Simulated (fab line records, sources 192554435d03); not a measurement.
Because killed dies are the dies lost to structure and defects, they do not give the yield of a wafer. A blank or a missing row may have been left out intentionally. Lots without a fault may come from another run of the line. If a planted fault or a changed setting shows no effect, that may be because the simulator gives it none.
Comparing a struck lot with a sound one :: flow n5 finfet :: 39 steps out of a route of 1938
Sound: these wafers, L687.1, L687.2, L687.5. The struck wafers were L694.2, L694.3, L694.5. The cause comes at the end.
For every step that has rows: the tool of each side, followed by ch and its chambers, followed by its first start. Under that, the readings that differ: sound wafers :: struck wafers :: difference of the means :: sigmas: that difference in standard deviations of wafers without a fault.
alike: readings whose means differ by less than 2 such deviations, and words and numbers that are the same on both sides. not compared: withheld readings, readings that some wafer has no value for, bounds like >300 that may hide the same value, and numbers for which the record gives no deviation and whose values overlap.
The two part at a step that has a row with sigmas, a row that says differs or no value, or rows on one side only. Non-overlapping numbers with no deviation appear without sigmas and do not part them. A reading missing from all wafers of one side parts the sides only when that side holds two or more wafers.

first, 11 steps without rows for these wafers: N5_BEOL_M0_SAQP_ETCH_102 (etches SiO2 in CF4, target depth 4 nm, time 4.4 s); N5_BEOL_M0_SAQP_MANDREL_ETCH_103 (etches a-Si in HBr/Cl2, stops on SiCN, target depth 45 nm, bt time 10 s, time 27 s); N5_BEOL_M0_SAQP_RECESS_104 (chemistry HF/NH3, target SiO2, target depth 18 nm, afs cycles 3, sublimation time 60 s); N5_BEOL_M0_SAQP_COAT_105 (time 60 s, resist thk 100 nm); N5_BEOL_M0_SAQP_ETCH_106 (etches SOC in N2/H2, stops on SiNx, target depth 150 nm); N5_BEOL_M0_SAQP_ETCH_107 (etches SiNx in CH3F/O2, target depth 30 nm); N5_BEOL_M0_SAQP_STRIP_108 (strips in N2/H2); N5_BEOL_M0_SAQP_RECESS_109 (chemistry HF/NH3, target SiO2, target depth 3 nm, afs cycles 1, sublimation time 60 s); N5_BEOL_M0_SAQP_SPACER2_ALD_26 (deposits SiO2, target thk 15 nm, pulse time 1 s, purge time 2 s); N5_BEOL_M0_SAQP_SPACER2_ETCHBACK_27 (etches SiO2 in CHF3/O2, target depth 22.5 nm, time 11.25 s); N5_BEOL_M0_SAQP_MANDREL2_REMOVE_110 (chemistry HBr/Cl2/O2, target a-Si, stops on SiCN, bt time 10 s).
N5_BEOL_M0_SAQP_COAT_69: time 60 s, resist thk 90 nm.
  sound on litho track-05 ch 0, day 7 16:52; struck on litho track-05 ch 0, day 9 05:37
reading: spin speed rpm (rpm)
sound: 1499.4 1498.8 1501.0
struck: 1465.0 1464.6 1465.0
difference: -34.9
sigmas: -39

reading: model.SOC_of_BEOL_M0_SAQP_COAT_69.thk nm (nm)
sound: 89.8 90 90
struck: 91.2 91.2 91.2
difference: +1.3
sigmas: 
  alike: plate temp C
then, 15 steps without rows for these wafers: N5_BEOL_M0_SAQP_COAT_72 (time 60 s, resist thk 15 nm); N5_BEOL_M0_SAQP_COAT_87 (time 60 s, resist thk 5 nm); N5_BEOL_M0_SAQP_COAT_34 (resist thk 30 nm); N5_BEOL_M0_SAQP_EBR_36; N5_BEOL_M0_SAQP_SOFTBAKE_35 (time 60 s); N5_BEOL_M0_SAQP_EXPOSE_37 (exposes mask M0 CUT1, target cd 30 nm); N5_BEOL_M0_SAQP_PEB_38 (peb time 60 s); N5_BEOL_M0_SAQP_DEVELOP_39 (develop time 30 s); N5_BEOL_M0_SAQP_DESCUM_45 (chemistry O2, time 7 s); N5_BEOL_M0_SAQP_ETCH_88 (etches underlayer in N2/H2, target depth 6.5 nm, time 5.2 s); N5_BEOL_M0_SAQP_ETCH_73 (etches SiARC in CF4, target depth 19.5 nm, time 32.5 s); N5_BEOL_M0_SAQP_CUT_ETCH_46 (etches SOC in N2/H2, target depth 135 nm, overetch 27 nm, time 202.5 s); N5_BEOL_M0_SAQP_STRIP_74 (strips in N2/H2); N5_BEOL_M0_SAQP_STRIP_89 (strips in N2/H2); N5_BEOL_M0_SAQP_ALD_48 (deposits SiO2, target thk 20 nm, pulse time 1 s, co reactant pulse time 1 s).
N5_BEOL_M0_SAQP_ETCH_49: etches SiO2 in CF4/O2, target depth 37 nm.
  sound on rie diel-05 ch 0,2,3, day 7 18:22; struck on rie diel-04 ch 0,3, day 9 07:04
reading: model.SOC_of_BEOL_M0_SAQP_COAT_69.thk nm (nm)
sound: 71 70.6 70.8
struck: 72.2 72 72.2
difference: +1.3
sigmas: 
  alike: drypump motor current A, oes product au, rf fwd power W, rf vpp V, showerhead plenum p Torr, throttle valve pct
  not compared: rf hours counter h
then, 8 steps without rows for these wafers: N5_BEOL_M0_SAQP_STRIP_75 (strips in CF4); N5_BEOL_M0_CUTY_COAT_50 (time 60 s, resist thk 15 nm); N5_BEOL_M0_CUTY_COAT_51 (resist thk 150 nm); N5_BEOL_M0_CUTY_EBR_52; N5_BEOL_M0_CUTY_SOFTBAKE_53 (time 60 s); N5_BEOL_M0_CUTY_EXPOSE_54 (exposes mask M0 ABLK); N5_BEOL_M0_CUTY_PEB_55 (peb time 60 s); N5_BEOL_M0_CUTY_DEVELOP_56 (develop time 30 s).
N5_BEOL_M0_CUTY_ETCH_63: etches SOC in N2/H2, target depth 82.7 nm, overetch 16.5 nm, time 124 s.
  sound on rie diel-06 ch 1,3, day 7 19:02; struck on rie diel-03 ch 2,3, day 9 07:44
reading: model.etch.depth nm (nm)
sound: 70.91 70.61 70.8
struck: 72.26 72.09 72.15
difference: +1.39
sigmas: 
  alike: drypump motor current A, oes product au, rf fwd power W, rf vpp V, showerhead plenum p Torr, throttle valve pct
  not compared: rf hours counter h
-- the record jumps here: 2 days lie between the struck wafers' starts before and after (it left off in module BEOL_M0_CUTY and takes up again in module BEOL_M4, whose first step shown is number 1111 of the route) --
N5_BEOL_M4_RC_MEAS_101:
  sound on prober-01 ch 0, day 9 17:50; struck on prober-01 ch 0, day 11 15:26
  alike: DIBL_N, DIBL_P, IOFF_N, IOFF_P, ION_N, ION_P, SS_N, SS_P, VT_N, VT_P
next, for these wafers, 1 step has no rows: N5_PASSIVATION_PROBE_49.

## WHERE THEY PART
N5_BEOL_M0_SAQP_COAT_69 only, going by this record. Later steps at which nothing parts them and some readings are alike: N5_BEOL_M0_SAQP_ETCH_49, N5_BEOL_M0_CUTY_ETCH_63, N5_BEOL_M4_RC_MEAS_101.

WHY: the cause the simulator had injected
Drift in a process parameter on litho track-05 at N5_BEOL_M0_SAQP_COAT_69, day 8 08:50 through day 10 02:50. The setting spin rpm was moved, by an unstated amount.
